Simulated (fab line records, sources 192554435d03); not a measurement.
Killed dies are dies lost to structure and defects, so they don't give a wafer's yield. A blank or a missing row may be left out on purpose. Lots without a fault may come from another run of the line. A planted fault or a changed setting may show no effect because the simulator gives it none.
One fault seen from 3 desks | flow n5_finfet | each desk has only its own numbers; what lay behind them comes last

THE DEFECT DESK
What the inspections along the route counted, lot by lot: means of the sampled wafers that have a number. A lot is out of limits, marked OUT, if its mean lies more than 4 standard deviations from the usual mean; the brackets give that distance.
Columns: A = raw_defect_count at N5_START_INSPECT_01, usual 5.9
lot  | first seen here | A
L589 | day 1 18:02     | 7.0
L591 | day 2 06:02     | 6.0
L601 | day 4 18:02     | 6.7
L602 | day 5 00:02     | 6.3
L609 | day 6 18:02     | 5.7
L610 | day 7 00:02     | 9.0
This desk's finding: nothing out of limits on any of the 6 lots.

THE METROLOGY DESK
What the gauges read, lot by lot, whatever tool the lot ran on: means of the sampled wafers that have a number. A lot is out of limits, marked OUT, if its mean lies more than 4 standard deviations from the usual mean; the brackets give that distance. Of its 10 readings 7 are shown: those that lie furthest out on some lot.
Columns: A = DIBL_P at N5_BEOL_M4_RC_MEAS_101, usual 36.6 mV/V; B = IOFF_N at N5_BEOL_M4_RC_MEAS_101, usual 0.160 nA/um; C = IOFF_P at N5_BEOL_M4_RC_MEAS_101, usual 0.210 nA/um; D = ION_N at N5_BEOL_M4_RC_MEAS_101, usual 677 uA/um; E = ION_P at N5_BEOL_M4_RC_MEAS_101, usual 464 uA/um; F = VT_N at N5_BEOL_M4_RC_MEAS_101, usual 249.1 mV; G = VT_P at N5_BEOL_M4_RC_MEAS_101, usual -250 mV
lot  | first seen here | A    | B     | C     | D   | E   | F     | G
L589 | day 8 18:39     | 34.3 | 0.124 | 0.178 | 662 | 457 | 253.6 | -254
L591 | day 9 08:28     | 36.9 | 0.188 | 0.240 | 681 | 474 | 246.1 | -247
L601 | day 11 21:58    | 36.9 | 0.167 | 0.192 | 682 | 458 | 248.7 | -253
L602 | day 11 22:47    | 35.7 | 0.169 | 0.232 | 682 | 472 | 247.5 | -246
L610 | day 13 07:53    | 35.7 | 0.156 | 0.231 | 668 | 463 | 249.7 | -247
L609 | day 13 23:21    | 38.2 | 0.166 | 0.207 | 674 | 457 | 249.1 | -252
This desk's finding: nothing out of limits on any of the 6 lots.

THE TOOL OWNER'S DESK: pecvd-01
The tool's own readings at N5_ZERO_LAYER_PECVD_02 (deposits SiO2 from SiH4/N2O, target thk 10 nm, time 6 s): means of the sampled wafers that have a number, for each lot that ran on this tool. A lot is out of limits, marked OUT, if its mean lies more than 4 standard deviations from the usual mean; the brackets give that distance.
Columns: A = heater_power_w at N5_ZERO_LAYER_PECVD_02, usual 863 W; B = showerhead_plenum_p_Torr at N5_ZERO_LAYER_PECVD_02, usual 8.27 Torr
lot  | first seen here | A   | B
L591 | day 2 06:17     | 915 | 8.38
L601 | day 4 18:17     | 899 | 8.35
L602 | day 5 00:28     | 874 | 8.37
This desk's finding: nothing out of limits on any of the 3 lots.

PUT TOGETHER
The defect desk saw nothing out of limits.
The metrology desk saw nothing out of limits.
The tool owner's desk saw nothing out of limits.

WHAT THE SIMULATOR HAD PUT IN
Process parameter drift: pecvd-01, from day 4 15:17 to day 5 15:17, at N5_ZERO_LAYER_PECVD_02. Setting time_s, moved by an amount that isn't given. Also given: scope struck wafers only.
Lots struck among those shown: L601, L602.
